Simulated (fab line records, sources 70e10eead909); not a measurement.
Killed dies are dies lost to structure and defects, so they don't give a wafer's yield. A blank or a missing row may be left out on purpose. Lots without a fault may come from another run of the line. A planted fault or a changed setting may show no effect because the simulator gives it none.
fab line records | flow nand_harc
record lots=7 wafers=21 last_day=33
route steps=1302 shown P_M1@287 END@1302
lots that met no fault: from a run of the same line without faults
start_h: hours from the record's first day to the start of the lot's first wafer shown | wait_h: hours since the lot's step before | " the same as in the row above | L1.1+2: a row that stands for several wafers | - no value, or no start given | * or withheld: withheld | < > ~ a bound
route shown NAME@n: a module of which the file shows steps, and the number in the route of the first | usual: mean/standard deviation of fault-free wafers | same: alike in all rows | chamber/n: place in a boat | sites: the reading at each site | _std_site: their standard deviation | _edge_site: outer sites' mean less inner sites' | radius_mm: how far each site lies from the wafer's centre | mask NAME#n: copy n | behind: the tool/chamber that last shaped the wafer | hold: why the lot was held/for how many hours/how that ended | device: the transistor (n, p or np) that didn't switch | end of line: the same wafers' tests at the end of the route | a step without rows: its recipe alone | killed: dies lost to structure and defects at the first sort, not the wafer's yield | map: a wafer's dies, x killed, . not, _ none there
set.NAME: the setting as run; set.NAME@STEP: as run at that earlier step | model.NAME: the simulator's own value behind a step, which no gauge read
lots at some steps of the route; a table a step, a row a wafer
services: from which hour (start_h, from the record's first day; less than 0 if before it) a tool's chamber was out of use, for how many hours, and why
## steps
# step NHARC_P_M1_HMDS_02
# recipe time_s=30
# step NHARC_P_M1_COAT_34
# recipe temp_c=200 time_s=65
# step NHARC_P_M1_COAT_03
# recipe spin_rpm=1500 resist_thk_nm=90
# step NHARC_P_M1_SOFTBAKE_04
# recipe temp_c=105 time_s=55
# step NHARC_P_M1_EBR_05
# step NHARC_P_M1_EXPOSE_06
# recipe na=1.35 target_cd_nm=130 dose_mj=81.88 mask_id=P_M1
# step NHARC_P_M1_PEB_07
# recipe peb_temp_c=100 peb_time_s=65
# step NHARC_P_M1_DEVELOP_08
# recipe develop_time_s=35 dev_temp_c=23
# step NHARC_P_M1_CD_MEAS_09
# recipe target_cd_nm=130 landing_energy_ev=500
# usual cd_nm=129.8/0.51
# columns lot.wafer tool chamber start_h wait_h cd_nm
L272.3 cd_sem-01 0 183.74 - 129.3
L272.4 " 0 " " 129.5
L272.5 " 0 " " 129.4
L273.3 cd_sem-01 0 185.88 - 129.0
L273.5 " 0 " " 129.7
L273.6 " 0 " " 128.7
L281.1 cd_sem-01 0 270.77 - 130.8
L281.2 " 0 " " 130.1
L281.3 " 0 " " 130.5
L282.1 cd_sem-03 0 271.47 - 130.1
L282.2 " 0 " " 130.5
L282.5 " 0 " " 130.3
L283.1 cd_sem-02 0 285.74 - 128.3
L283.4 " 0 " " 128.8
L283.5 " 0 " " 129.5
L286.1 cd_sem-02 0 314.19 - 129.4
L286.3 " 0 " " 129.4
L286.5 " 0 " " 129.4
L290.1 cd_sem-01 0 359.07 - 129.3
L290.3 " 0 " " 129.1
L290.5 " 0 " " 130.0
# step NHARC_P_M1_OVL_MEAS_10
# recipe pitch_nm=260
# usual overlay_x_nm=-0.3/0.69 overlay_y_nm=0.2/0.66
# columns lot.wafer tool chamber start_h wait_h overlay_x_nm overlay_y_nm
L272.3 overlay-01 - 183.83 - -0.3 -0.1
L272.4 " - " " -0.5 -0.1
L272.5 " - " " -0.5 -0.2
L273.3 overlay-02 - 185.96 - -0.2 -0.6
L273.5 " - " " 0.5 -1.0
L273.6 " - " " 0.0 -1.4
L281.1 overlay-02 - 270.86 - -1.7 0.8
L281.2 " - " " -1.7 0.6
L281.3 " - " " -1.6 0.8
L282.1 overlay-01 - 271.56 - -0.7 1.1
L282.2 " - " " -0.7 0.9
L282.5 " - " " -0.5 1.2
L283.1 overlay-01 - 285.83 - -0.3 -0.6
L283.4 " - " " -0.2 0.1
L283.5 " - " " -0.3 -0.4
L286.1 overlay-01 - 314.27 - 0.0 -0.7
L286.3 " - " " -0.1 -1.0
L286.5 " - " " 0.7 -0.2
L290.1 overlay-02 - 359.16 - 0.6 0.2
L290.3 " - " " 0.5 0.4
L290.5 " - " " 0.6 0.0
# step NHARC_P_M1_INSPECT_11
# usual raw_defect_count=4.3/2.6
# columns lot.wafer tool chamber start_h wait_h raw_defect_count
L272.3 defect_inspect-02 - 183.86 0.0 2
L272.4 " - " " 5
L272.5 " - " " 8
L273.3 defect_inspect-02 - 186.00 0.0 4
L273.5 " - " " 8
L273.6 " - " " 8
L281.1 defect_inspect-02 - 270.90 0.0 5
L281.2 " - " " 5
L281.3 " - " " 4
L282.1 defect_inspect-01 - 271.59 0.0 2
L282.2 " - " " 7
L282.5 " - " " 2
L283.1 defect_inspect-02 - 285.86 0.0 5
L283.4 " - " " 4
L283.5 " - " " 2
L286.1 defect_inspect-02 - 314.31 0.0 5
L286.3 " - " " 3
L286.5 " - " " 3
L290.1 defect_inspect-02 - 359.20 0.0 1
L290.3 " - " " 8
L290.5 " - " " 7
# step NHARC_P_M1_DESCUM_14
# recipe time_s=3 o2_flow_sccm=200 ar_flow_sccm=0 bias_power_w=0 chemistry=O2
# usual chamber_pressure_mTorr=60.00/0.05 drypump_motor_current_A=5.8/0.51 o2_flow_sccm=200.0/0.63 oes_product_au=1.000/0.011 rf_vpp_V=57.7/0.9 showerhead_plenum_p_Torr=1.89/0.099 throttle_valve_pct=11.311/0.0095
# columns lot.wafer tool chamber start_h wait_h chamber_pressure_mTorr drypump_motor_current_A o2_flow_sccm oes_product_au rf_hours_counter_h rf_vpp_V showerhead_plenum_p_Torr throttle_valve_pct
L272.3 rie_diel-11 0 183.94 0.1 60.06 4.9 201.1 1.017 7.0 57.1 1.86 11.306
L272.4 " 1 " " 60.03 5.6 201.2 1.016 7.7 57.3 1.79 11.320
L272.5 " 3 " " 59.95 5.3 198.9 1.012 - 56.7 1.79 11.316
L273.3 rie_diel-10 1 186.08 0.1 60.02 6.2 200.3 0.991 6.2 57.7 1.82 11.320
L273.5 " 3 " " 59.91 6.3 199.9 1.007 - 57.4 1.97 11.302
L273.6 " 0 " " 60.01 5.6 199.9 0.987 - 56.7 2.06 11.302
L281.3 rie_diel-10 1 270.96 0.1 59.98 6.2 200.5 0.997 1.5 58.0 1.82 11.316
L281.2 " 3 " " 59.94 6.3 199.8 0.997 1.1 56.9 1.97 11.307
L281.1 " 0 " " 60.00 5.6 200.5 0.983 1.0 58.4 2.06 11.307
L282.2 rie_diel-10 2 271.66 0.1 60.08 6.1 199.3 0.997 1.7 56.2 1.87 11.317
L282.1 " 3 " " 60.06 6.3 200.0 1.008 1.1 59.3 1.97 11.310
L282.5 " 2 " " 59.93 6.1 199.5 0.987 - 59.1 1.87 11.307
L283.1 rie_diel-10 0 285.93 0.1 60.02 5.6 199.8 0.996 2.7 58.7 2.06 11.308
L283.4 " 2 " " 59.96 6.1 200.0 0.982 2.8 56.5 1.87 11.320
L283.5 " 0 " " 60.02 5.6 200.0 0.995 - 57.8 2.06 11.294
L286.3 rie_diel-11 3 314.39 0.1 60.04 5.4 200.6 1.018 4.8 57.0 1.79 11.315
L286.1 " 0 " " 60.02 4.9 200.9 1.013 4.1 57.1 1.86 11.313
L286.5 " 1 " " 60.07 5.6 199.5 1.002 - 56.1 1.79 11.309
L290.3 rie_diel-11 1 359.28 0.1 60.05 5.6 199.5 1.011 6.6 57.3 1.78 11.296
L290.1 " 2 " " 60.07 6.6 199.7 0.996 7.4 58.3 2.02 11.320
L290.5 " 0 " " 59.96 4.9 199.3 1.015 - 57.4 1.85 11.317
# step NHARC_P_M1_ETCH_35
# recipe target_depth_a=400 overetch_a=120 time_s=43.94 ion_energy_ev=200 n2_flow_sccm=150 h2_flow_sccm=150 ar_flow_sccm=0 rf_w=400 bias_w=150 chemistry=N2/H2
# usual chamber_pressure_mTorr=29.999/0.027 drypump_motor_current_A=5.9/0.51 oes_product_au=1.000/0.0093 rf_vpp_V=430/3.2 showerhead_plenum_p_Torr=2.03/0.11 throttle_valve_pct=14.171/0.0093
# columns lot.wafer tool chamber start_h wait_h chamber_pressure_mTorr drypump_motor_current_A oes_product_au rf_hours_counter_h rf_vpp_V showerhead_plenum_p_Torr throttle_valve_pct
L272.4 rie_diel-11 1 184.01 0.1 29.975 5.6 1.008 7.7 428 1.90 14.174
L272.3 " 3 " " 29.940 5.4 1.003 7.2 429 1.91 14.164
L272.5 " 1 " " 29.986 5.6 1.008 - 426 1.90 14.157
L273.3 rie_diel-10 3 186.15 0.1 30.038 6.3 1.005 5.2 432 2.10 14.164
L273.5 " 2 " " 29.964 6.1 0.988 - 428 1.99 14.168
L273.6 " 3 " " 29.991 6.3 0.995 - 433 2.10 14.175
L281.1 rie_diel-10 2 271.04 0.1 29.981 6.1 0.984 1.6 428 1.99 14.170
L281.2 " 0 " " 29.985 5.6 0.833 1.0 435 2.20 14.176
L281.3 " 1 " " 30.001 6.1 0.995 1.5 427 1.93 14.154
L282.1 rie_diel-10 2 271.74 0.1 29.995 6.1 0.994 1.7 430 1.99 14.167
L282.2 " 3 " " 29.976 6.4 0.855 1.2 432 2.10 14.181
L282.5 " 2 " " 29.960 6.1 0.833 - 429 1.99 14.181
L283.1 rie_diel-10 0 286.02 0.1 29.988 5.6 0.998 2.7 435 2.20 14.172
L283.4 " 2 " " 29.989 6.1 0.839 2.8 429 1.99 14.168
L283.5 " 0 " " 29.987 5.5 0.841 - 433 2.20 14.185
L286.3 rie_diel-11 2 314.47 0.1 29.992 6.6 1.001 4.5 434 2.16 14.163
L286.1 " 3 " " 29.972 5.3 0.994 4.8 424 1.90 14.168
L286.5 " 0 " " 29.990 4.9 1.011 - 428 1.98 14.156
L290.1 rie_diel-11 2 359.35 0.1 30.025 6.6 1.008 7.4 433 2.16 14.169
L290.3 " 3 " " 29.974 5.3 1.010 7.4 426 1.90 14.180
L290.5 " 1 " " 30.016 5.6 1.003 - 425 1.90 14.162
# step NHARC_P_M1_ETCH_15
# recipe target_depth_a=1825 time_s=91.2 c4f8_flow_sccm=withheld ar_flow_sccm=400 rf_w=600 bias_w=300 chemistry=C4F8/Ar
# usual chamber_pressure_mTorr=25.002/0.023 oes_product_au=0.954/0.021 rf_vpp_V=440/3.2
# columns lot.wafer tool chamber start_h wait_h chamber_pressure_mTorr oes_product_au rf_hours_counter_h rf_vpp_V
L272.3 rie_diel-11 2 - - 24.973 0.958 7.9 445
L272.4 " 1 " " 25.043 0.970 7.7 437
L272.5 " 2 " " 25.046 0.965 - 443
L273.3 rie_diel-10 1 - - 25.009 0.930 6.2 438
L273.6 " 1 " " 25.007 0.929 - 438
L273.5 " 2 " " 25.025 0.916 - 439
L281.1 rie_diel-10 0 - - 24.992 0.972 1.0 445
L281.2 " 1 " " 25.041 0.968 1.5 438
L281.3 " 2 " " 25.011 0.955 1.7 438
L282.2 rie_diel-10 0 - - 25.011 0.975 1.1 444
L282.1 " 2 " " 25.017 0.961 1.7 439
L282.5 " 0 " " 25.044 0.981 - 445
L283.1 rie_diel-10 2 - - 24.970 0.974 2.8 440
L283.4 " 0 " " 24.969 0.956 2.7 446
L283.5 " 2 " " 24.987 0.982 - 439
L286.3 rie_diel-11 0 - - 25.019 0.927 4.1 439
L286.1 " 2 " " 24.987 0.929 4.5 444
L286.5 " 1 " " 24.977 0.918 - 437
L290.3 rie_diel-11 1 - - 25.012 0.927 6.7 436
L290.1 " 3 " " 25.019 0.933 7.4 437
L290.5 " 1 " " 25.005 0.929 - 437
# step NHARC_END_SORT_01
# recipe temp_c=25
# usual defect_limited_yield=91.1/2.8 killed_at_array=56/19 killed_at_other=1.0/1.5 killed_at_periphery=3.4/2.4 killed_dies=60/19 killed_open=3.3/1.8 killed_short=2.4/1.7 sort_bin_2_pct=3.2/1.3 sort_bin_3_pct=0.7/0.39 sort_bin_4_pct=4.9/1.6 sort_n_pass=617/19 sort_rim_yield_pct=89/4.2 sort_yield_pct=91.1/2.8
# same gross_dies=677 sort_bin_5_pct[%]=0 sort_bin_6_pct[%]=0 sort_bin_7_pct[%]=0 sort_bin_8_pct[%]=0 sort_rim_n_gross=106.00
# columns lot.wafer tool chamber start_h wait_h defect_limited_yield[%] killed_at_array killed_at_other killed_at_periphery killed_dies killed_open killed_short sort_bin_2_pct[%] sort_bin_3_pct[%] sort_bin_4_pct[%] sort_n_pass sort_rim_yield_pct[%] sort_yield_pct[%]
L272.3 prober-01 0 633.35 3.1 89.8 67 0 2 69 3 4 3.4 1.2 5.6 608 95 89.8
L272.4 prober-01 0 634.14 3.4 90.5 59 0 5 64 1 3 4.0 0.7 4.7 613 90 90.5
L272.5 prober-01 0 634.93 3.7 87.6 79 0 5 84 1 1 4.1 1.2 7.1 593 93 87.6
L283.1 prober-01 0 723.91 2.5 91.3 50 3 6 59 5 2 3.2 0.6 4.9 618 91 91.3
L283.4 prober-01 0 726.27 3.4 91.6 51 1 5 57 3 3 3.2 0.4 4.7 620 92 91.6
L283.5 prober-01 0 727.05 3.6 92.5 46 2 3 51 5 0 2.8 0.6 4.1 626 85 92.5
# killed by level:class
L272.3 A_CHANNEL_HOLE_D2:chamber_film_flake=28 A_CHANNEL_HOLE_D1:chamber_film_flake=23 A_CONTACT:chamber_film_flake=6 A_ONON_D2:geometric_particle:open=2 A_CHANNEL_FILL_D2:geometric_particle:short=2 P_M0:geometric_particle:open=1 A_SOURCE_PLATE:geometric_particle:short=1 A_ONON_D1:geometric_particle:short=1
L272.4 A_CHANNEL_HOLE_D1:chamber_film_flake=29 A_CHANNEL_HOLE_D2:chamber_film_flake=15 A_SLIT:chamber_film_flake=5 P_GATE:chamber_film_flake=3 A_CONTACT:chamber_film_flake=3 A_STAIRCASE:chamber_film_flake=2 P_GATE:geometric_particle:open=1 A_DECK1_JOINT:geometric_particle:short=1
L272.5 A_CHANNEL_HOLE_D2:chamber_film_flake=38 A_CHANNEL_HOLE_D1:chamber_film_flake=29 A_CONTACT:chamber_film_flake=6 P_GATE:chamber_film_flake=4 A_WL_FILL:chamber_film_flake=2 A_ONON_D1:geometric_particle:open=1 A_CHANNEL_FILL_D1:geometric_particle:short=1 P_M2:chamber_film_flake=1
L283.1 A_SLIT:chamber_film_flake=22 A_CHANNEL_HOLE_D1:chamber_film_flake=8 A_CONTACT:chamber_film_flake=5 A_WL_FILL:chamber_film_flake=3 THIN_TSV:chamber_film_flake=3 P_BONDPAD:chamber_film_flake=2 A_CHANNEL_FILL_D2:chamber_film_flake=2 A_STAIRCASE:chamber_film_flake=2
L283.4 A_SLIT:chamber_film_flake=28 A_CHANNEL_HOLE_D1:chamber_film_flake=9 A_CONTACT:chamber_film_flake=6 A_ONON_D2:geometric_particle:open=2 A_WL_FILL:geometric_particle:short=2 P_BONDPAD:chamber_film_flake=2 A_STAIRCASE:chamber_film_flake=2 P_CONTACT:geometric_particle:short=1
L283.5 A_SLIT:chamber_film_flake=23 A_CHANNEL_HOLE_D1:chamber_film_flake=13 A_CONTACT:chamber_film_flake=5 P_CONTACT:geometric_particle:open=2 A_BLC:geometric_particle:open=2 THIN_TSV:chamber_film_flake=2 A_CONTACT:geometric_particle:open=1 P_BONDPAD:chamber_film_flake=1
## services
# columns tool chamber start_h hours kind
rie_diel-10 0 172.50 - clean
rie_diel-10 1 172.50 - clean
rie_diel-10 2 172.50 - clean
rie_diel-10 3 172.50 - clean
rie_diel-10 - 189.75 0.5 repair
rie_diel-10 0 197.05 - clean
rie_diel-10 1 197.05 - clean
rie_diel-10 2 197.05 - clean
rie_diel-10 3 197.05 - clean
rie_diel-10 0 221.55 - clean
rie_diel-10 1 221.55 - clean
rie_diel-10 2 221.55 - clean
rie_diel-10 3 221.55 - clean
rie_diel-10 - 242.50 9.0 pm
rie_diel-10 0 242.50 9.0 vent_cycle
rie_diel-10 1 242.50 9.0 vent_cycle
rie_diel-10 2 242.50 9.0 vent_cycle
rie_diel-10 3 242.50 9.0 vent_cycle
rie_diel-10 0 251.50 - clean
rie_diel-10 1 251.50 - clean
rie_diel-11 - 256.11 9.0 pm
rie_diel-10 0 293.94 6.4 repair
rie_diel-11 3 354.03 3.5 repair
rie_diel-10 - 358.68 0.3 repair
## key
first_sign step=NHARC_P_M1_ETCH_35 reading=oes_product_au direction=down sigmas=17 usual=1.000 struck=0.840
effect none on later readings
met_at NHARC_P_M1_ETCH_35
struck_wafers L281.2,L282.2,L282.5,L283.4,L283.5
onset_between 186.15 271.04
fault kind=process_parameter_drift tool=rie_diel-10 chamber=- onset_h=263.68 steps=NHARC_P_M1_ETCH_35 channel=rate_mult offset=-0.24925 shape=step end_h=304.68 scope=struck_wafers_only
